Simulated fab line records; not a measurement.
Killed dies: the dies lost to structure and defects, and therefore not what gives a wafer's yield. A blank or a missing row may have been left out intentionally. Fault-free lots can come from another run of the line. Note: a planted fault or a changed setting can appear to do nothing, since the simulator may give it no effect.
fab line records    flow n5Finfet    part 1 of 2: steps 1 to 23 of 31
record lots=5  wafers=15  lastDay=18
route steps=1938 shown HKMG_FIN@404
lots that met no fault: from a run of the same line without faults
startH: start of the lot's first displayed wafer, in hours after the record's first day    waitH: hours since the lot's step before    " unchanged from the row above    L1.1+2: a row that stands for several wafers    - value missing, or start not given    * or withheld: withheld    < > ~ a bound
route shown NAME@n: a module of which the file shows steps, and the number in the route of the first    usual: average and standard deviation across the fault-free wafers    same: alike in all rows    chamber/n: place in a boat    sites: the reading at each site    _std_site: standard deviation of those values    _edge_site: outer sites' mean less inner sites'    radiusMm: how far each site lies from the wafer's centre    mask NAME#n: copy n    behind: the most recent tool/chamber to have shaped the wafer    hold: cause of the lot's hold/its duration in hours/its outcome    device: the transistor (n, p or np) that didn't switch    end of line: at the end of the route, the tests of the same wafers    step lacking rows: just its recipe    killed: the dies lost at the first sort to structure and to defects; this is not the yield of the wafer    map: the dies of a wafer, with x for killed, . for not killed, _ for no die there
set.NAME: the setting that was run; set.NAME@STEP: the one run at that earlier step    model.NAME: the simulator's own value behind a step, which no gauge read
lots seen at some steps along the route; tables by step, rows by wafer
services: when a tool's chamber went out of use (startH, in hours from the record's first day, below 0 if earlier), for how many hours, and the reason
## steps
# step N5_HKMG_FIN_STRIP_56
# recipe chemistry=N2/H2  tempC=40  n2FlowSccm=200  h2FlowSccm=200  rfFrequencyHz=6e+07
lot.wafer   tool        chamber  startH  waitH
L078.1+3+4  rieDiel-04  1,2,0    97.53   0.1
L082.3+4+5  rieDiel-02  0,3,0    122.29  0.1
L089.3+4+6  rieDiel-02  0,3,2    161.83  0.1
L092.2+4+6  rieDiel-05  0,1,1    178.09  0.1
L096.4+5+6  rieDiel-02  3,0,1    201.61  0.0
# step N5_HKMG_FIN_STRIP_57
# recipe chemistry=CF4  resist=SiARC  powerW=300  biasPowerW=75  pressureMtorr=50  cf4FlowSccm=150  rfFrequencyHz=6e+07
# usual drypumpMotorCurrentA=5.9/0.33  oesProductAu=0.79/0.08  rfVppV=271.4/1.9  showerheadPlenumPTorr=1.81/0.076  throttleValvePct=13.51/0.18
lot.wafer  tool        chamber  startH  waitH  drypumpMotorCurrentA  oesProductAu  rfHoursCounterH  rfVppV  showerheadPlenumPTorr  throttleValvePct
L078.1     rieDiel-04  1        97.54   0.0    6.1                   0.74          180              269.3   1.71                   13.48
L078.3     "           2        "       "      6.1                   0.90          26               271.6   1.77                   13.62
L078.4     "           0        "       "      6.4                   0.92          15               272.7   1.91                   13.24
L082.3     rieDiel-02  0        122.30  0.0    5.3                   0.87          19               271.3   1.90                   13.17
L082.4     "           3        "       "      5.9                   0.74          168              273.0   1.86                   13.43
L082.5     "           0        "       "      5.3                   0.88          -                273.6   1.90                   13.18
L089.3     rieDiel-02  0        161.84  0.0    5.3                   0.85          32               273.8   1.89                   13.21
L089.4     "           3        "       "      5.9                   0.74          181              273.4   1.86                   13.47
L089.6     "           2        "       "      6.4                   0.66          -                271.9   1.77                   13.83
L092.2     rieDiel-05  0        178.10  0.0    5.5                   0.75          164              272.3   1.86                   13.47
L092.4     "           1        "       "      5.4                   0.75          137              269.1   1.67                   13.74
L092.6     "           1        "       "      5.4                   0.75          -                266.1   1.67                   13.73
L096.4     rieDiel-02  3        201.63  0.0    5.9                   0.73          -                272.0   1.85                   13.52
L096.5     "           0        "       "      5.3                   0.83          -                275.2   1.89                   13.24
L096.6     "           1        "       "      5.4                   0.80          -                273.9   1.89                   13.51
# step N5_HKMG_FIN_ETCH_58
# recipe chemistry=N2/H2  target=SOC  targetDepthA=2158  ionEnergyEv=50  biasW=13  timeS=741  pressureMtorr=30  sourceW=875  n2FlowSccm=200  h2FlowSccm=200
# usual drypumpMotorCurrentA=6.0/0.34  oesProductAu=0.80/0.085  rfVppV=99.2/1.1  showerheadPlenumPTorr=2.56/0.11  throttleValvePct=17.73/0.18
lot.wafer  tool        chamber  startH  waitH  drypumpMotorCurrentA  oesProductAu  rfHoursCounterH  rfVppV  showerheadPlenumPTorr  throttleValvePct
L078.1     rieDiel-04  1        97.56   0.0    6.1                   0.74          180              99.9    2.42                   17.60
L078.3     "           2        "       "      6.1                   0.91          26               100.4   2.49                   17.87
L078.4     "           0        "       "      6.4                   0.94          15               99.5    2.70                   17.47
L082.3     rieDiel-02  0        122.32  0.0    5.3                   0.89          19               98.7    2.71                   17.51
L082.4     "           3        "       "      5.9                   0.74          168              100.4   2.65                   17.69
L082.5     "           0        "       "      5.3                   0.89          -                100.5   2.71                   17.51
L089.3     rieDiel-02  0        161.86  0.0    5.3                   0.86          32               100.0   2.70                   17.52
L089.4     "           3        "       "      5.9                   0.74          181              100.2   2.64                   17.72
L089.6     "           2        "       "      6.4                   0.67          -                98.3    2.51                   18.07
L092.2     rieDiel-05  0        178.12  0.0    5.5                   0.76          164              99.7    2.64                   17.61
L092.4     "           1        "       "      5.4                   0.76          137              100.4   2.34                   17.96
L092.6     "           1        "       "      5.4                   0.75          -                97.0    2.34                   17.97
L096.4     rieDiel-02  3        201.85  0.2    5.9                   0.72          -                99.5    2.63                   17.72
L096.5     "           0        "       "      5.3                   0.84          -                101.7   2.70                   17.55
L096.6     "           1        "       "      5.5                   0.81          -                99.0    2.67                   17.68
# step N5_HKMG_FIN_STRIP_93
# recipe chemistry=N2/H2  material=SOC  timeS=20  powerW=500  tempC=40  pressureMtorr=50  rfFrequencyHz=6e+07  biasPowerW=8  h2Frac=0.5  n2FlowSccm=300  h2FlowSccm=300
# usual drypumpMotorCurrentA=6.0/0.33  oesProductAu=0.80/0.086  rfVppV=54.3/0.83  showerheadPlenumPTorr=3.39/0.15  throttleValvePct=18.99/0.22
lot.wafer  tool        chamber  startH  waitH  drypumpMotorCurrentA  oesProductAu  rfHoursCounterH  rfVppV  showerheadPlenumPTorr  throttleValvePct
L078.1     rieDiel-04  1        97.98   0.2    6.1                   0.73          181              54.4    3.20                   18.76
L078.3     "           2        "       "      6.1                   0.91          26               53.2    3.29                   19.12
L078.4     "           0        "       "      6.4                   0.94          15               55.6    3.56                   18.91
L082.3     rieDiel-02  0        122.74  0.2    5.3                   0.89          19               54.7    3.57                   18.73
L082.4     "           3        "       "      5.9                   0.75          168              54.6    3.49                   19.11
L082.5     "           0        "       "      5.3                   0.89          -                54.0    3.57                   18.74
L089.3     rieDiel-02  0        162.28  0.2    5.3                   0.86          32               54.7    3.56                   18.75
L089.4     "           3        "       "      5.9                   0.73          181              54.8    3.48                   19.12
L089.6     "           2        "       "      6.4                   0.66          -                54.1    3.32                   19.50
L092.2     rieDiel-05  0        178.55  0.2    5.6                   0.75          164              54.2    3.48                   18.74
L092.4     "           1        "       "      5.4                   0.75          138              53.8    3.11                   19.20
L092.6     "           1        "       "      5.4                   0.75          -                53.9    3.11                   19.21
L096.4     rieDiel-02  3        202.09  0.0    5.9                   0.72          -                56.3    3.48                   19.14
L096.5     "           0        "       "      5.3                   0.85          -                55.4    3.56                   18.76
L096.6     "           1        "       "      5.5                   0.81          -                54.3    3.52                   18.80
# step N5_HKMG_FIN_WET_ETCH_76
# recipe chemistry=dNH4OH  mix=1:50  tempC=25  target=Al2O3  stopOn=La2O3  targetDepthNm=2.25  dry=ipaMarangoni  rinseTimeS=30  rinseTempC=23
# usual bathHeatDutyPct=6.1/0.81  rinseTempC=23.00/0.11
lot.wafer  tool         chamber  startH  waitH  bathHeatDutyPct  rinseTempC
L078.1     wetBench-05  0        98.07   0.1    6.0              22.95
L078.3     "            6        "       "      5.4              23.01
L078.4     "            2        "       "      5.6              22.80
L082.3     wetBench-01  3        122.83  0.1    5.7              23.14
L082.4     "            2        "       "      6.3              22.87
L082.5     "            0        "       "      6.2              22.94
L089.3     wetBench-06  4        162.37  0.1    9.0              22.96
L089.4     "            5        "       "      5.5              23.17
L089.6     "            3        "       "      5.7              23.24
L092.2     wetBench-05  2        178.63  0.1    5.9              23.04
L092.4     "            6        "       "      5.9              22.95
L092.6     "            3        "       "      6.5              23.05
L096.4     wetBench-06  2        202.15  0.0    5.1              22.84
L096.5     "            3        "       "      6.5              23.23
L096.6     "            1        "       "      5.0              23.03
# step N5_HKMG_FIN_STRIP_60
# recipe chemistry=N2/H2  powerW=2500  tempC=300  h2Frac=0.65  timeS=360  pressureMtorr=withheld  n2FlowSccm=1750  h2FlowSccm=3250
# usual drypumpMotorCurrentA=5.34/0.25  heaterPowerW=487/22
lot.wafer  tool            chamber  startH  waitH  drypumpMotorCurrentA  heaterPowerW  rfHoursCounterH
L078.1     plasmaAsher-02  1        98.13   0.0    5.50                  497           38
L078.3     "               1        "       "      5.51                  509           -
L078.4     "               0        "       "      5.23                  466           -
L082.3     plasmaAsher-02  0        123.01  0.1    5.22                  465           -
L082.4     "               1        "       "      5.52                  503           -
L082.5     "               0        "       "      5.21                  474           -
L089.3     plasmaAsher-01  1        162.55  0.1    5.61                  511           -
L089.4     "               0        "       "      5.00                  463           -
L089.6     "               1        "       "      5.61                  507           -
L092.2     plasmaAsher-02  0        178.70  0.0    5.20                  471           54
L092.4     "               0        "       "      5.21                  479           -
L092.6     "               1        "       "      5.52                  509           -
L096.4     plasmaAsher-01  1        202.34  0.1    5.66                  518           -
L096.5     "               0        "       "      5.01                  461           -
L096.6     "               1        "       "      5.62                  519           -
# step N5_HKMG_FIN_WET_ETCH_77
# recipe chemistry=dHCl  mix=1:10000  tempC=25  target=La2O3  stopOn=HfO2  targetDepthNm=2
# usual bathHeatDutyPct=6.0/0.91
lot.wafer  tool         chamber  startH  waitH  bathHeatDutyPct
L078.1     wetBench-01  5        98.57   0.3    6.4
L078.3     "            7        "       "      6.3
L078.4     "            4        "       "      4.7
L082.3     wetBench-01  4        123.28  0.2    5.6
L082.4     "            6        "       "      6.8
L082.5     "            3        "       "      6.4
L089.3     wetBench-05  6        162.82  0.1    5.8
L089.4     "            5        "       "      5.8
L089.6     "            7        "       "      6.7
L092.2     wetBench-05  5        179.09  0.3    5.7
L092.4     "            6        "       "      5.7
L092.6     "            7        "       "      7.0
L096.4     wetBench-05  6        202.60  0.1    5.6
L096.5     "            1        "       "      5.2
L096.6     "            5        "       "      6.1
# step N5_HKMG_FIN_WET_ETCH_78
# recipe chemistry=dNH4OH  mix=1:50  tempC=25  target=Al2O3  stopOn=La2O3  targetDepthNm=4.5  dry=ipaMarangoni  rinseTimeS=30  rinseTempC=23
# usual bathHeatDutyPct=6.1/0.89  rinseTempC=22.99/0.1
lot.wafer  tool         chamber  startH  waitH  bathHeatDutyPct  rinseTempC
L078.1     wetBench-01  5        98.60   0.0    7.2              22.91
L078.3     "            7        "       "      4.7              23.00
L078.4     "            4        "       "      5.6              23.00
L082.3     wetBench-01  4        123.31  0.0    5.1              22.95
L082.4     "            6        "       "      6.2              22.99
L082.5     "            3        "       "      6.0              22.98
L089.3     wetBench-05  6        162.85  0.0    5.2              23.11
L089.4     "            5        "       "      6.3              22.93
L089.6     "            7        "       "      7.1              23.05
L092.2     wetBench-05  5        179.12  0.0    6.0              23.06
L092.4     "            6        "       "      5.4              22.91
L092.6     "            7        "       "      5.6              22.96
L096.4     wetBench-05  6        202.63  0.0    5.9              22.94
L096.5     "            1        "       "      5.2              23.00
L096.6     "            5        "       "      5.5              22.96
# step N5_HKMG_FIN_ALD_79
# recipe material=TiN  targetThkA=15  tempC=400  aldPrecursorFamily=TiCl4  aldCoReactant=NH3  pulseTimeS=1  purgeTimeS=3  coReactantPurgeTimeS=2  coReactantPulseTimeS=2  aldCycles=68  pressureTorr=3
# usual heaterPowerW=879/100  precursorPulseHeightRel=0.999/0.021
# same aldCycles=68  coReactantPulseTimeS=2
lot.wafer  tool         chamber  startH  waitH  heaterPowerW  precursorPulseHeightRel
L078.1     aldMetal-02  3        98.68   0.0    875           1.019
L078.3     "            2        "       "      909           0.997
L078.4     "            0        "       "      1073          0.984
L082.3     aldMetal-02  1        123.39  0.0    863           0.999
L082.4     "            2        "       "      927           0.972
L082.5     "            1        "       "      872           0.989
L089.3     aldMetal-03  2        162.92  0.0    963           1.027
L089.4     "            3        "       "      894           1.011
L089.6     "            1        "       "      851           1.000
L092.2     aldMetal-03  3        179.19  0.0    898           0.998
L092.4     "            1        "       "      860           1.027
L092.6     "            0        "       "      800           0.967
L096.4     aldMetal-02  2        202.70  0.0    933           0.980
L096.5     "            2        "       "      921           0.978
L096.6     "            1        "       "      870           1.012
# step N5_HKMG_FIN_CVD_62
# recipe material=a-Si  targetThkA=30  tempC=500  precursor=Si2H6  pressureTorr=1  timeS=20.8
# usual heaterPowerW=1455/200
lot.wafer  tool             chamber  startH  waitH  heaterPowerW
L078.1     thermalCvdSi-02  0        99.04   0.2    1702
L078.3     "                2        "       "      1490
L078.4     "                0        "       "      1687
L082.3     thermalCvdSi-02  0        123.75  0.2    1705
L082.4     "                0        "       "      1705
L082.5     "                1        "       "      1627
L089.3     thermalCvdSi-01  1        163.33  0.2    1322
L089.4     "                0        "       "      1134
L089.6     "                1        "       "      1332
L092.2     thermalCvdSi-02  0        179.55  0.2    1701
L092.4     "                2        "       "      1490
L092.6     "                1        "       "      1661
L096.4     thermalCvdSi-02  0        203.12  0.2    1682
L096.5     "                1        "       "      1672
L096.6     "                2        "       "      1536
# step N5_HKMG_FIN_RTA_80
# recipe tempC=withheld  timeS=2  ambient=N2  idleTempC=600  rampUpCPerS=150  rampDownCPerS=60  coolToC=600
lot.wafer   tool          chamber  startH  waitH
L078.1+3+4  rtpAnneal-01  0        99.17   0.1
L082.3+4+5  rtpAnneal-01  0        124.00  0.2
L089.3+4+6  rtpAnneal-01  0        163.51  0.1
L092.2+4+6  rtpAnneal-02  0        179.70  0.1
L096.4+5+6  rtpAnneal-01  0        203.32  0.2
# step N5_HKMG_FIN_PRECLEAN_64
# recipe chemistry=dHF  timeS=30  tempC=25  dilution=withheld
lot.wafer   tool         chamber  startH  waitH
L078.1+3+4  wetBench-05  3,2,7    99.32   0.1
L082.3+4+5  wetBench-01  1,6,2    124.10  0.1
L089.3+4+6  wetBench-05  6,2,5    163.61  0.1
L092.2+4+6  wetBench-05  0,1,4    179.83  0.1
L096.4+5+6  wetBench-05  5,2,4    203.40  0.1
# step N5_HKMG_FIN_WET_ETCH_65
# recipe chemistry=TMAH  tempC=70  concWtPct=5  target=a-Si  stopOn=TiN  timeS=49  targetDepthNm=3
# usual bathHeatDutyPct=13.0/1.5
lot.wafer  tool         chamber  startH  waitH  bathHeatDutyPct
L078.1     wetBench-05  3        99.33   0.0    13.2
L078.3     "            2        "       "      11.7
L078.4     "            7        "       "      13.6
L082.3     wetBench-01  1        124.11  0.0    15.0
L082.4     "            6        "       "      11.4
L082.5     "            2        "       "      15.5
L089.3     wetBench-05  6        163.62  0.0    11.9
L089.4     "            2        "       "      11.8
L089.6     "            5        "       "      11.8
L092.2     wetBench-05  0        179.84  0.0    12.7
L092.4     "            1        "       "      12.6
L092.6     "            4        "       "      14.2
L096.4     wetBench-05  5        203.42  0.0    13.4
L096.5     "            2        "       "      10.8
L096.6     "            4        "       "      13.3
# step N5_HKMG_FIN_WET_ETCH_81
# recipe chemistry=SC1  target=TiN  stopOn=HfO2  mix=1:1:5  tempC=60  timeS=57  targetDepthNm=6
# usual bathHeatDutyPct=9.7/1.2  nh4ohFlowMLMin=214.3/0.66
lot.wafer  tool         chamber  startH  waitH  bathHeatDutyPct  nh4ohFlowMLMin
L078.1     wetBench-05  3        99.34   0.0    9.1              213.3
L078.3     "            2        "       "      8.4              214.6
L078.4     "            7        "       "      10.7             214.8
L082.3     wetBench-01  1        124.13  0.0    10.9             214.2
L082.4     "            6        "       "      8.7              214.0
L082.5     "            2        "       "      11.7             212.9
L089.3     wetBench-05  6        163.64  0.0    8.3              214.3
L089.4     "            2        "       "      8.7              214.9
L089.6     "            5        "       "      9.1              214.5
L092.2     wetBench-05  0        179.85  0.0    9.6              215.6
L092.4     "            1        "       "      8.8              215.0
L092.6     "            4        "       "      11.5             213.4
L096.4     wetBench-05  5        203.43  0.0    9.3              215.1
L096.5     "            2        "       "      9.3              214.1
L096.6     "            4        "       "      10.4             214.2
# step N5_HKMG_FIN_WET_ETCH_82
# recipe chemistry=dHCl  mix=1:10000  tempC=25  target=La2O3  stopOn=HfO2  targetDepthNm=2  dry=ipaMarangoni  rinseTimeS=30  rinseTempC=23
# usual bathHeatDutyPct=6.1/0.74  rinseTempC=23.01/0.096
lot.wafer  tool         chamber  startH  waitH  bathHeatDutyPct  rinseTempC
L078.1     wetBench-05  3        99.38   0.0    6.6              23.11
L078.3     "            2        "       "      5.8              23.00
L078.4     "            7        "       "      6.8              22.96
L082.3     wetBench-01  1        124.16  0.0    6.9              22.97
L082.4     "            6        "       "      5.4              22.99
L082.5     "            2        "       "      7.0              23.08
L089.3     wetBench-05  6        163.67  0.0    5.4              23.06
L089.4     "            2        "       "      5.5              23.20
L089.6     "            5        "       "      5.0              23.09
L092.2     wetBench-05  0        179.89  0.0    6.7              23.01
L092.4     "            1        "       "      6.2              22.77
L092.6     "            4        "       "      7.2              22.79
L096.4     wetBench-05  5        203.46  0.0    5.6              23.06
L096.5     "            2        "       "      5.4              23.01
L096.6     "            4        "       "      7.0              23.06
# step N5_HKMG_FIN_ALD_36
# recipe material=TiN  targetThkA=10  tempC=400  aldPrecursorFamily=TiCl4  aldCoReactant=NH3  pulseTimeS=1  purgeTimeS=3  coReactantPurgeTimeS=2  coReactantPulseTimeS=2  aldCycles=47  pressureTorr=3
# usual heaterPowerW=862/100  precursorPulseHeightRel=0.999/0.02
# same aldCycles=47  coReactantPulseTimeS=2
lot.wafer  tool         chamber  startH  waitH  heaterPowerW  precursorPulseHeightRel
L078.1     aldMetal-03  2        99.44   0.0    932           0.938
L078.3     "            1        "       "      875           0.957
L078.4     "            3        "       "      880           0.986
L082.3     aldMetal-02  1        124.22  0.0    845           1.021
L082.4     "            0        "       "      1055          0.988
L082.5     "            3        "       "      879           0.988
L089.3     aldMetal-02  1        163.73  0.0    854           0.998
L089.4     "            0        "       "      1106          0.984
L089.6     "            3        "       "      892           1.044
L092.2     aldMetal-01  0        179.95  0.0    708           1.032
L092.4     "            3        "       "      729           0.978
L092.6     "            1        "       "      843           0.962
L096.4     aldMetal-02  3        203.52  0.0    881           0.980
L096.5     "            2        "       "      937           0.999
L096.6     "            3        "       "      861           0.970
# step N5_HKMG_FIN_THK_MEAS_70
# recipe thkMeasGauge=xrf  reads=HfO2_of_HKMG_FIN_HK_ALD_01
# usual HK_THK=1.601/0.02
lot.wafer  tool          chamber  startH  waitH  HK_THK[nm]
L078.1     filmMetro-02  -        99.72   0.2    1.599
L078.3     "             -        "       "      1.611
L078.4     "             -        "       "      1.627
L082.3     filmMetro-02  -        124.50  0.2    1.631
L082.4     "             -        "       "      1.545
L082.5     "             -        "       "      1.586
L089.3     filmMetro-02  -        164.01  0.2    1.641
L089.4     "             -        "       "      1.597
L089.6     "             -        "       "      1.638
L092.2     filmMetro-01  -        180.23  0.2    1.604
L092.4     "             -        "       "      1.608
L092.6     "             -        "       "      1.602
L096.4     filmMetro-02  -        203.80  0.2    1.607
L096.5     "             -        "       "      1.576
L096.6     "             -        "       "      1.645
# step N5_HKMG_FIN_PWFM_ALD_03
# recipe material=TiN  targetThkA=20  tempC=400  aldPrecursorFamily=TiCl4  aldCoReactant=NH3  pulseTimeS=1  purgeTimeS=3  coReactantPurgeTimeS=2  coReactantPulseTimeS=2  aldCycles=91  pressureTorr=3
# usual heaterPowerW=866/100  precursorPulseHeightRel=1.003/0.02
# same aldCycles=91  coReactantPulseTimeS=2
lot.wafer  tool         chamber  startH  waitH  heaterPowerW  precursorPulseHeightRel
L078.1     aldMetal-01  2        99.75   0.0    1001          1.006
L078.3     "            0        "       "      685           0.958
L078.4     "            0        "       "      686           1.008
L082.3     aldMetal-03  1        124.54  0.0    860           1.003
L082.4     "            3        "       "      860           0.993
L082.5     "            0        "       "      781           0.973
L089.3     aldMetal-01  0        164.05  0.0    700           1.008
L089.4     "            1        "       "      816           1.016
L089.6     "            3        "       "      733           1.001
L092.2     aldMetal-02  0        180.26  0.0    1065          1.015
L092.4     "            3        "       "      867           0.970
L092.6     "            1        "       "      833           1.009
L096.4     aldMetal-01  1        203.84  0.0    826           0.985
L096.5     "            2        "       "      978           1.023
L096.6     "            3        "       "      709           0.971
# step N5_HKMG_FIN_COAT_29
# recipe resist=SOC  tempC=250  timeS=60  spinRpm=1500  resistThkNm=300
lot.wafer   tool           chamber  startH  waitH
L078.1+3+4  lithoTrack-05  0        100.22  0.2
L082.3+4+5  lithoTrack-01  0        125.01  0.2
L089.3+4+6  lithoTrack-05  0        164.52  0.2
L092.2+4+6  lithoTrack-05  0        180.73  0.2
L096.4+5+6  lithoTrack-01  0        204.31  0.2
# step N5_HKMG_FIN_COAT_30
# recipe resist=SiARC  tempC=220  timeS=60  spinRpm=1500  resistThkNm=35
lot.wafer   tool           chamber  startH  waitH
L078.1+3+4  lithoTrack-05  0        -       -
L082.3+4+5  lithoTrack-01  0        -       -
L089.3+4+6  lithoTrack-05  0        -       -
L092.2+4+6  lithoTrack-05  0        -       -
L096.4+5+6  lithoTrack-01  0        -       -
# step N5_HKMG_FIN_COAT_06
# recipe resist=CAR-ArF  spinRpm=1500  resistThkNm=90
lot.wafer   tool           chamber  startH  waitH
L078.1+3+4  lithoTrack-05  0        -       -
L082.3+4+5  lithoTrack-01  0        -       -
L089.3+4+6  lithoTrack-05  0        -       -
L092.2+4+6  lithoTrack-05  0        -       -
L096.4+5+6  lithoTrack-01  0        -       -
# step N5_HKMG_FIN_EBR_08
# recipe solvent=PGMEA  ebrWidthMm=1.5
lot.wafer   tool           chamber  startH  waitH
L078.1+3+4  lithoTrack-05  0        -       -
L082.3+4+5  lithoTrack-01  0        -       -
L089.3+4+6  lithoTrack-05  0        -       -
L092.2+4+6  lithoTrack-05  0        -       -
L096.4+5+6  lithoTrack-01  0        -       -
# step N5_HKMG_FIN_SOFTBAKE_07
# recipe tempC=110  timeS=60  resist=CAR-ArF
lot.wafer   tool           chamber  startH  waitH
L078.1+3+4  lithoTrack-05  0        -       -
L082.3+4+5  lithoTrack-01  0        -       -
L089.3+4+6  lithoTrack-05  0        -       -
L092.2+4+6  lithoTrack-05  0        -       -
L096.4+5+6  lithoTrack-01  0        -       -
